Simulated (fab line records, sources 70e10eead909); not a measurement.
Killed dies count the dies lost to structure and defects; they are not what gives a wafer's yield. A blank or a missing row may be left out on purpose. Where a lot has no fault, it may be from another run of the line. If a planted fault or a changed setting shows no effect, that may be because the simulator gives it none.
Matching of chambers -- flow nand-harc -- 4 sister chambers for NHARC_P_GATE_DESCUM_93 on rie-diel-04
The step chemistry O2, time 3 s. 22 wafers are shown with their chamber, then 11 later ones without.

## WAFERS, EACH WITH ITS CHAMBER
wafer,chamber,showerhead-plenum-p-Torr (Torr),drypump-motor-current-A (A),oes-product-au (a.u.)
L077.2,1,1.83,5.3,0.993
L077.3,3,1.81,4.9,0.991
L077.4,0,1.94,6.4,0.992
L077.1,0,1.94,6.4,1.004
L077.5,1,1.83,5.3,0.996
L077.6,3,1.81,4.9,0.996
L079.2,2,2.02,5.3,1.009
L079.3,0,1.94,6.4,1.012
L079.4,3,1.80,4.9,1.012
L083.2,1,1.83,5.3,0.995
L083.3,2,2.02,5.2,1.000
L083.4,0,1.94,6.3,1.001
L088.4,0,1.94,6.4,0.995
L088.5,3,1.80,5.0,1.007
L088.6,2,2.01,5.2,1.005
L087.2,2,2.01,5.2,0.994
L087.3,0,1.94,6.4,0.999
L087.5,2,2.01,5.2,1.002
L089.1,3,1.80,4.9,1.005
L089.2,1,1.83,5.3,0.996
L089.3,0,1.94,6.4,1.000
L092.1,1,1.83,5.3,0.996

SIGNATURES (means of the wafers above)
reading,chamber 0,chamber 1,chamber 2,chamber 3,scatter within a chamber
showerhead-plenum-p-Torr,1.9400,1.8300,2.0140,1.8040,0.00365
drypump-motor-current-A,6.386,5.300,5.220,4.920,0.0369
oes-product-au,1.00043,0.99520,1.00200,1.00220,0.00612
Rule: a wafer's distance from a chamber is the root of the sum, over the readings, of the square of ((its reading less the chamber's mean) divided by the reading's scatter). The wafer belongs to the nearest chamber; if the next one is less than 2 further off, it can't be placed. The scatter: the root of (the sum of the squares of (reading less its chamber's mean) over the shown wafers, divided by (wafers less chambers)).

## WAFERS WITH NO CHAMBER GIVEN
wafer,showerhead-plenum-p-Torr (Torr),drypump-motor-current-A (A),oes-product-au (a.u.)
L092.2,1.80,4.9,1.007
L092.4,2.01,5.3,0.998
L093.3,1.83,5.3,0.991
L093.5,1.93,6.4,0.985
L093.6,1.83,5.3,0.998
L097.1,1.93,6.4,1.008
L097.2,2.01,5.2,1.009
L097.4,1.80,4.9,1.017
L097.3,1.83,5.3,0.995
L097.5,1.80,4.9,1.010
L097.6,1.93,6.3,1.011

## WHICH CHAMBER EACH WENT THROUGH
wafer,from the rows above,in truth
L092.2,3,3
L092.4,2,2
L093.3,1,1
L093.5,0,0
L093.6,1,1
L097.1,0,0
L097.2,2,2
L097.4,3,3
L097.3,1,1
L097.5,3,3
L097.6,0,0
Placed correctly: 11 of 11. From these rows, 0 cannot be placed. Placed wrongly: 0.
